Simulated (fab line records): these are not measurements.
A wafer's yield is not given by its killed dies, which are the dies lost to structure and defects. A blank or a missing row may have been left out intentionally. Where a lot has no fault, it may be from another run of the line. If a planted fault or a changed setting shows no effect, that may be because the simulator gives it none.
Struck lot and sound lot, side by side / flow n5_finfet / 33 out of 1938 route steps
Sound: wafers L222.3, L222.5, L222.6. Wafers struck: L229.2, L229.4, L229.5. The cause is named last.
For every step that has rows: the tool of each side, followed by ch and its chambers, followed by its first start. Under that, the readings that differ: sound wafers / struck wafers / difference of the means / sigmas: that difference in standard deviations of wafers without a fault.
alike: readings with means less than 2 such deviations apart, plus words and numbers identical on both sides. not compared: withheld readings, readings lacking a value on some wafer, bounds such as >300 that could conceal the same value, and numbers that have no deviation in the record and whose values overlap.
The two part at a step that has a row with sigmas, a row that says differs or no value, or rows on one side only. Numbers that don't overlap but have no deviation are shown without sigmas and don't part them. A reading that every wafer of one side lacks parts them only if that side has two wafers or more.

first, 10 steps without rows for these wafers: N5_SD_EPI_P_PRECLEAN_51 (cleans in NF3:NH3, afs cycles 1, time 20 s, sublimation time 60 s); N5_SD_EPI_P_VAPOR_ETCH_44 (etches SiGe30 in NF3/Ar, time 3.3 s); N5_SD_EPI_P_EPI_21 (deposits SiGe:B, time 355 s); N5_SD_EPI_P_HM_STRIP_48 (strips SiNx in H3PO4, material SiNx, target depth 3 nm); N5_SD_EPI_P_SRD_49 (time 30 s); N5_SD_EPI_P_PRECLEAN_24 (cleans in O3/DIW, time 45 s); N5_SD_EPI_P_PRECLEAN_32 (cleans in dHF, time 10 s); N5_SD_EPI_P_PRECLEAN_33 (cleans in SC2, time 45 s); N5_SD_EPI_P_SRD_25 (time 30 s); N5_SD_ACTIVATION_RTA_00 (time 0 s).
N5_SD_ACTIVATION_LSA_01: time 0.0008 s.
  sound on laser_anneal-02 ch 0, day 5 15:35; struck on laser_anneal-02 ch 0, day 7 10:59
reading=wafer_temp_C_max; sound=1086.5 1089.1 1086.4; struck=1072.4 1070.3 1071.2; difference=-16.0; sigmas=-8
N5_SD_ACTIVATION_RS_MEAS_03: measures by four-point-probe.
  sound on film_metro-02, day 5 15:47; struck on film_metro-01, day 7 11:10
reading=RS_SD_N (ohm/sq); sound=21.5 21.5 21.4; struck=23.3 23.2 23.2; difference=+1.8; sigmas=+6
  alike: RS_SD_P
then, 19 steps without rows for these wafers: N5_ILD0_LINER_00 (material SiNx, target thk 4 nm, pulse time 1 s, purge time 2 s); N5_ILD0_FCVD_FILL_01 (material SiO2 flowable, target thk 200 nm, time 328.3 s); N5_ILD0_CURE_02 (time 1800 s); N5_ILD0_CMP_03 (polishes, stops on SiNx, t overpolish 1.9 s, target thk 197.38 nm); N5_ILD0_CMP_07 (polishes SiO2 flowable, stops on poly-Si, t overpolish 1.18 s, target thk 138.88 nm); N5_ILD0_PRECLEAN_10 (cleans in NF3:NH3, afs cycles 5, time 20 s, sublimation time 60 s); N5_ILD0_ALD_15 (deposits SiNx, target thk 24 nm, pulse time 1 s, ald cycles 480); N5_ILD0_CMP_12 (polishes SiNx, stops on poly-Si, t overpolish 6 s, target thk 17.67 nm); N5_SDB_HM_DEP_00 (deposits SiNx from SiH4/NH3/N2, target thk 40 nm, time 35.3 s); N5_SDB_COAT_03 (time 60 s, resist thk 100 nm); N5_SDB_COAT_04 (time 60 s, resist thk 18 nm); N5_SDB_COAT_05 (resist thk 90 nm); N5_SDB_EBR_07; N5_SDB_SOFTBAKE_06 (time 60 s); N5_SDB_EXPOSE_08 (exposes mask SDB); N5_SDB_PEB_09 (peb time 60 s); N5_SDB_DEVELOP_10 (develop time 30 s); N5_SDB_DESCUM_16 (chemistry O2, time 7.9 s); N5_SDB_ETCH_17 (etches SiARC in CF4, target depth 23.4 nm, time 39 s).
-- the record jumps here: 6 days lie between the struck wafers' starts before and after (it left off in module SDB and takes up again in module BEOL_M4, whose first step shown is number 1111 of the route) --
N5_BEOL_M4_RC_MEAS_101:
  sound on prober-01 ch 0, day 9 17:13; struck on prober-02 ch 0, day 13 07:27
reading=ION_P (uA/um); sound=451 447 451; struck=461 475 476; difference=+21; sigmas=+2
reading=RC_DENSE_N (ohm.um); sound=18.9 20.2 18.8; struck=19.8 20.3 20.8; difference=+1.0; sigmas=+2
reading=RS_SD_N (ohm/sq); sound=28.0 28.0 28.0; struck=30.1 29.8 30.0; difference=+2.0; sigmas=+5
  alike: DIBL_N, DIBL_P, IOFF_N, IOFF_P, ION_N, RC_N, SS_N, SS_P, VT_N, VT_P
-- the record jumps here: 4 days lie between the struck wafers' starts before and after (it left off in module BEOL_M4 and takes up again in module PASSIVATION, whose first step shown is number 1936 of the route) --
N5_PASSIVATION_PROBE_49:
  sound on prober-01, day 13 07:16; struck on prober-02, day 17 12:49
  alike: defect_limited_yield, killed_at_M0_to_M3, killed_at_M4_up, killed_at_contacts, killed_at_front_end, killed_at_other, killed_dies, killed_on_rim, killed_open, killed_short, sort_bin_5_function, sort_bin_6_memory, sort_n_pass, sort_yield_pct

== WHERE THEY PART ==
Last at N5_BEOL_M4_RC_MEAS_101 as far as this record goes, first at N5_SD_ACTIVATION_LSA_01. Later steps at which nothing parts them and some readings are alike: N5_PASSIVATION_PROBE_49.

WHY: what had been put in by the simulator
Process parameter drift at N5_SD_ACTIVATION_LSA_01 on laser_anneal-02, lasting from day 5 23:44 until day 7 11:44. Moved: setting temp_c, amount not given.
